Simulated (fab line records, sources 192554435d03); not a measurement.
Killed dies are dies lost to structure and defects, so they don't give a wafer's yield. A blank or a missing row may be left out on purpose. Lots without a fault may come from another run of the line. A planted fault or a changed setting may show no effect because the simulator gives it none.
Split-lot experiment | flow n5_finfet | 7 lots, 21 wafers read, on a route of 1938 steps

THE SPLIT
At N5_BEOL_M6_COAT_63 (time 60 s, resist thk 60 nm), the setting spin_rpm was moved away from the recipe's 1500 rpm on 5 of the 21 wafers read, by -4.4% to +6.9%. The other wafers ran this setting at the recipe's value.

FROM THE SPLIT TO THE READING: what the file shows between them, 8 steps
- N5_BEOL_M6_COAT_22: resist thk 30 nm (also split here: spin_rpm)
- N5_BEOL_M6_EBR_24
- N5_BEOL_M6_SOFTBAKE_23: time 60 s
- N5_BEOL_M6_ETCH_72: etches underlayer in N2/H2, target depth 6.5 nm, time 5.2 s
- N5_BEOL_M6_ETCH_65: etches SiARC in CF4, target depth 15.6 nm, time 26 s
- N5_BEOL_M6_ETCH_66: etches SOC in N2/H2, target depth 80 nm, overetch 16 nm, time 120 s
- N5_BEOL_M6_STRIP_69: strips in N2/H2
- N5_BEOL_M6_STRIP_73: strips in N2/H2

THE READING
SOC_of_BEOL_M6_COAT_63.thk_nm (the simulator's own value, which no gauge read), in nm, at N5_BEOL_M6_VIA_ETCH_34 (etches SiCOH lowk in C4F6/O2, target depth 126.3 nm, time 50.9 s). The file gives no usual value for it. The 16 wafers here that ran the recipe average 53.9 nm, standard deviation 0.19 nm.

wafer  | tool, chamber at the split | spin_rpm as run, rpm | against the recipe | SOC_of_BEOL_M6_COAT_63.thk_nm, nm | against lot-mates on the recipe
L077.1 | litho_track-02, 0          | 1597                 | +6.5%              | 52                                | -1.7
L077.5 | litho_track-02, 0          | 1500                 | recipe             | 53.6                              | -
L077.6 | litho_track-02, 0          | 1500                 | recipe             | 53.8                              | -
L084.2 | litho_track-04, 0          | 1603                 | +6.9%              | 52.2                              | -1.8
L084.5 | litho_track-04, 0          | 1500                 | recipe             | 54                                | -
L084.6 | litho_track-04, 0          | 1500                 | recipe             | 54                                | -
L086.2 | litho_track-02, 0          | 1500                 | recipe             | 53.8                              | -
L086.6 | litho_track-02, 0          | 1500                 | recipe             | 53.8                              | -
L086.5 | litho_track-02, 0          | 1500                 | recipe             | 53.6                              | -
L087.1 | litho_track-05, 0          | 1500                 | recipe             | 54                                | -
L087.3 | litho_track-05, 0          | 1500                 | recipe             | 53.8                              | -
L087.4 | litho_track-05, 0          | 1500                 | recipe             | 54.2                              | -
L090.1 | litho_track-05, 0          | 1434                 | -4.4%              | 55.2                              | +1.4
L090.3 | litho_track-05, 0          | 1500                 | recipe             | 53.8                              | -
L090.4 | litho_track-05, 0          | 1434                 | -4.4%              | 55.6                              | +1.8
L094.2 | litho_track-04, 0          | 1500                 | recipe             | 53.8                              | -
L094.4 | litho_track-04, 0          | 1500                 | recipe             | 54.2                              | -
L094.5 | litho_track-04, 0          | 1500                 | recipe             | 54                                | -
L096.2 | litho_track-04, 0          | 1500                 | recipe             | 53.8                              | -
L096.5 | litho_track-04, 0          | 1500                 | recipe             | 54.2                              | -
L096.6 | litho_track-04, 0          | 1580                 | +5.3%              | 52.4                              | -1.6

THE FIT
A straight line over all 21 wafers: SOC_of_BEOL_M6_COAT_63.thk_nm changes by -0.292 nm for each +1% of spin_rpm; r = -0.97; the points scatter about the line by 0.21 nm.
The same after taking each lot's own level away (the mean of its wafers on the recipe; 21 wafers): -0.298 nm for each +1%; r = -0.98; scatter 0.18 nm.
On that fit, the largest move of spin_rpm shifts the reading by 2 nm.
The lots' own levels span 53.70 to 54.00 nm, that is 1.6 times the standard deviation above.
So the lot-to-lot level changes the slope little: the two slopes agree.
Check: with one of the wafers moved furthest among these (+6.9%) left out of the fit, the line predicts -2.08 nm for it against its lot-mates. It came out at -1.8 nm against them.

OTHER SPLITS ON THESE WAFERS
These wafers also went through other splits before the reading. Each is held against what the fit with the lots' levels taken away leaves over:
other split on the same wafers     | wafers away from the commonest value | r with SOC_of_BEOL_M6_COAT_63.thk_nm (lot level and that fit taken away)
N5_BEOL_M1_EXPOSE_08 dose_mj       | 7                                    | +0.01
N5_BEOL_M3_ETCH_70 time_s          | 9                                    | -0.14
N5_BEOL_M4_TRENCH_ETCH_37 source_w | 8                                    | +0.00
N5_BEOL_M5_COAT_71 spin_rpm        | 8                                    | +0.10
N5_BEOL_M6_COAT_22 spin_rpm        | 6                                    | -0.53

THE WHOLE CHAIN: every reading that the file lists as answering this split, in the file's order
step                   | what it does                                                        | reading                                                                        | change (the file's fit)               | r (the file's)
N5_BEOL_M6_COAT_63     | time 60 s, resist thk 60 nm                                         | SOC_of_BEOL_M6_COAT_63.thk_nm (the simulator's own value, which no gauge read) | -0.29 nm for each +1% of the setting  | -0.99
N5_BEOL_M6_ETCH_66     | etches SOC in N2/H2, target depth 80 nm, overetch 16 nm, time 120 s | etch.depth_nm (the simulator's own value, which no gauge read)                 | -0.293 nm for each +1% of the setting | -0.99
N5_BEOL_M6_VIA_ETCH_34 | etches SiCOH lowk in C4F6/O2, target depth 126.3 nm, time 50.9 s    | SOC_of_BEOL_M6_COAT_63.thk_nm (the simulator's own value, which no gauge read) | -0.285 nm for each +1% of the setting | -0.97

THE FILE'S OWN FIT
SOC_of_BEOL_M6_COAT_63.thk_nm changes by -0.285 nm for each +1% of spin_rpm, r = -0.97.
